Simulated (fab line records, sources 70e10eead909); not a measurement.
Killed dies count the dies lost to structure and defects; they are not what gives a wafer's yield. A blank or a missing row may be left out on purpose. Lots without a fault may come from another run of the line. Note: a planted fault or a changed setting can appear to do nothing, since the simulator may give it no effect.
Problem report, 8D (eight disciplines) form, completed by code    flow nand-harc    the parts of the form that need people (team, actions taken, sign-off) are left out

== 1. PROBLEM STATEMENT ==
Mean of heater-power-total-W at NHARC_P_ZERO_WELL_SOFTBAKE_06: 217.9 W across 2 wafers in 2 lots; on wafers with no fault it is 200.9 W (standard deviation 1.3). Relative to the usual mean, that is a shift of +13 standard deviations.
The step: time 70 s.
The first sign was on wafer L872.6 at day 7 06:00, on litho-track-05. The record holds 36 wafers of 12 lots with a number at this step. Rule for "out" (also "out of limits"): further than 4 standard deviations from the usual mean. The rest of the wafers with a number are treated as sound.

== 2. WHAT IT IS, WHAT IT ISN'T ==
question                     is                    is not
which readings at this step  heater-power-total-W  exhaust-pa
which lots                   L872, L873            L860, L861, L866, L869, L874, L876, L877, L878, L879, L882
which wafers of those lots   L872.6, L873.6        L872.3, L872.4, L873.3, L873.4
read on which tools          litho-track-05        litho-track-02, litho-track-07
when                         from day 7 06:00      up to then (14 sound wafers); but 20 sound wafers of L873, L874, L876, L877, L878, L879, L882 came after

== 3. WHAT RULES OUT EACH SUSPECT ==
Counting: if a tool at a process step up to the reading ran every lot that is out, it stays a suspect. Sound lots after the first of them don't rule it out here, since some wafers of a struck lot are sound.
- litho-track-05 at NHARC_P_ZERO_WELL_SOFTBAKE_06 (time 70 s): kept. It ran every lot that is out, first L872 (day 7 06:00); its last sound lot up to then is L866 (day 4 18:00). Out on those wafers are its own readings of heater-power-total-W.
Remaining after the count: litho-track-05 at NHARC_P_ZERO_WELL_SOFTBAKE_06.

== 4. THE CAUSE (what the simulator had put in) ==
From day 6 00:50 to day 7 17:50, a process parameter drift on litho-track-05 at NHARC_P_ZERO_WELL_SOFTBAKE_06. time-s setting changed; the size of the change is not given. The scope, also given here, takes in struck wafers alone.
After counting, this tool was the only one left.

== 5. SEQUENCE OF EFFECTS, ordered by route ==
Rows list readings where the struck wafers' mean (over those with a number) sits beyond 3 standard deviations from the usual. Readings are gone through only where the record gives a usual standard deviation; hours: the median, over the lots, of the time from a lot's start at the first step in this table giving one to that lot's start at this step; sigmas: the change measured in usual standard deviations.
hours  step                           reading               usual    on struck wafers  change  sigmas
0      NHARC_P_ZERO_WELL_SOFTBAKE_06  heater-power-total-W  200.9 W  217.9             +17.0   +13
Its process steps:
- NHARC_P_ZERO_WELL_SOFTBAKE_06: time 70 s.
At these later measuring or inspecting steps, every struck wafer for which the step has a row has a number for every such reading, and none has moved that far: NHARC_P_STI_OVL_MEAS_10.

== 6. WHAT WOULD HAVE CAUGHT IT SOONER ==
The fault began at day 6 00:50; the first out-of-limits reading in this record came at day 7 06:00, 29 hours later.
